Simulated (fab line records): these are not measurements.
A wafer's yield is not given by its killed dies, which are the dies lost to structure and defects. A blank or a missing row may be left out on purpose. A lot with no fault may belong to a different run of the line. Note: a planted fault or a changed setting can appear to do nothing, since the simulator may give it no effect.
Comparing a struck lot with a sound one :: flow nand_harc :: 15 steps out of a route of 1159
Sound: wafers L960.1, L960.2, L960.5. Wafers L954.2, L954.3, L954.4 were the ones struck. The cause comes at the end.
Order at every step that has rows: each side's tool, ch and its chambers, its first start. Under that, the readings that differ: sound wafers :: struck wafers :: difference of the means :: sigmas: that difference in standard deviations of wafers without a fault.
alike: readings whose means differ by less than 2 such deviations, and words and numbers that are the same on both sides. not compared: withheld readings, readings that some wafer has no value for, bounds like >300 that may hide the same value, and numbers for which the record gives no deviation and whose values overlap.
Wherever a step has rows on one side only, a row that says differs or no value, or a row with sigmas, the two part there. Numbers that don't overlap but have no deviation are shown without sigmas and don't part them. A reading missing from all wafers of one side parts the sides only when that side holds two or more wafers.

first, 2 steps without rows for these wafers: NHARC_A_SLIT_PEB_07 (peb time 65 s); NHARC_A_SLIT_DEVELOP_08 (develop time 35 s).
NHARC_A_SLIT_CD_MEAS_09: the cd target is 300 nm.
  sound on cd_sem-02 ch 0, day 18 01:57; struck on cd_sem-02 ch 0, day 16 20:30
  alike: cd_nm
NHARC_A_SLIT_OVL_MEAS_10:
  struck on overlay-01, day 16 20:35; sound on overlay-01, day 18 02:02
  alike: overlay_x_nm, overlay_y_nm
NHARC_A_SLIT_INSPECT_11:
  struck on defect_inspect-01, day 16 20:37; sound on defect_inspect-02, day 18 02:05
  alike: raw_defect_count
NHARC_A_SLIT_DESCUM_14: chemistry O2, time 3 s.
  sound on rie_diel-06 ch 1,2,3, day 18 02:08; struck on rie_diel-06 ch 0,2,3, day 16 20:41
  alike: drypump_motor_current_A, o2_flow_sccm, oes_product_au, rf_vpp_V, showerhead_plenum_p_Torr, throttle_valve_pct
  not compared: rf_hours_counter_h
NHARC_A_SLIT_ETCH_24: etches the open film in CF4/CHF3, target depth 121 nm, time 60.5 s.
  sound on rie_diel-06 ch 0,2,3, day 18 02:14; struck on rie_diel-06 ch 0,1,2, day 16 20:50
  alike: drypump_motor_current_A, oes_product_au, rf_vpp_V, showerhead_plenum_p_Torr, throttle_valve_pct
  not compared: rf_hours_counter_h
NHARC_A_SLIT_ETCH_15: etches the open film in O2/COS, target depth 3200 nm, time 832 s.
  sound: rie_diel-06 ch 0,2; struck: rie_diel-06 ch 0,2,3
  alike: drypump_motor_current_A, o2_flow_sccm, oes_product_au, rf_vpp_V, showerhead_plenum_p_Torr, throttle_valve_pct
  not compared: rf_hours_counter_h
NHARC_A_SLIT_ETCH_17: etches the open film in C4F8/O2/Ar, time 1687.5 s, target depth 10100 nm.
  sound on har_etch-02 ch 0,1, day 18 02:55; struck on har_etch-02 ch 0,1, day 16 21:48
  alike: drypump_motor_current_A, esc_clamp_current_uA, he_backside_leak_sccm, o2_flow_sccm, showerhead_plenum_p_Torr, throttle_valve_pct
  not compared: rf_hours_counter_h
NHARC_A_SLIT_ETCH_26: etches the open film in C4F8/O2/Ar, time 90 s, target depth 400 nm.
  sound on har_etch-02 ch 0,1, day 18 04:25; struck on har_etch-02 ch 0,1, day 16 23:04
  alike: drypump_motor_current_A, esc_clamp_current_uA, he_backside_leak_sccm, o2_flow_sccm, showerhead_plenum_p_Torr, throttle_valve_pct
  not compared: rf_hours_counter_h
then, 2 steps without rows for these wafers: NHARC_A_SLIT_STRIP_28 (strips in O2/COS); NHARC_A_SLIT_ETCH_29 (etches the open film in CF4/O2, target depth 100 nm, overetch 10 nm, time 55 s).
NHARC_A_SLIT_STRIP_18: strips in O2.
  sound on rie_diel-13 ch 0,2,3, day 18 05:10; struck on rie_diel-06 ch 0,1,2, day 16 23:44
  no value came back on the struck wafers for any of 8 readings (bias_w (W), chamber_pressure_mTorr (mTorr) and others); on the sound wafers bias_w (W) reads 0 0 0
  not compared: rf_hours_counter_h
then, 1 step without rows for these wafers: NHARC_A_SLIT_PRECLEAN_19 (cleans in SC1).
-- the record jumps here: 5 days lie between the struck wafers' starts before and after (it left off in module A_SLIT and takes up again in module END, whose first step shown is number 1159 of the route) --
NHARC_END_SORT_01:
  here the record holds rows for the struck wafers (prober-01 ch 0, day 22 01:14) but none for the sound ones

== WHERE THEY PART ==
Last at NHARC_END_SORT_01 as far as this record goes, first at NHARC_A_SLIT_STRIP_18.

WHY: whatever the simulator had introduced
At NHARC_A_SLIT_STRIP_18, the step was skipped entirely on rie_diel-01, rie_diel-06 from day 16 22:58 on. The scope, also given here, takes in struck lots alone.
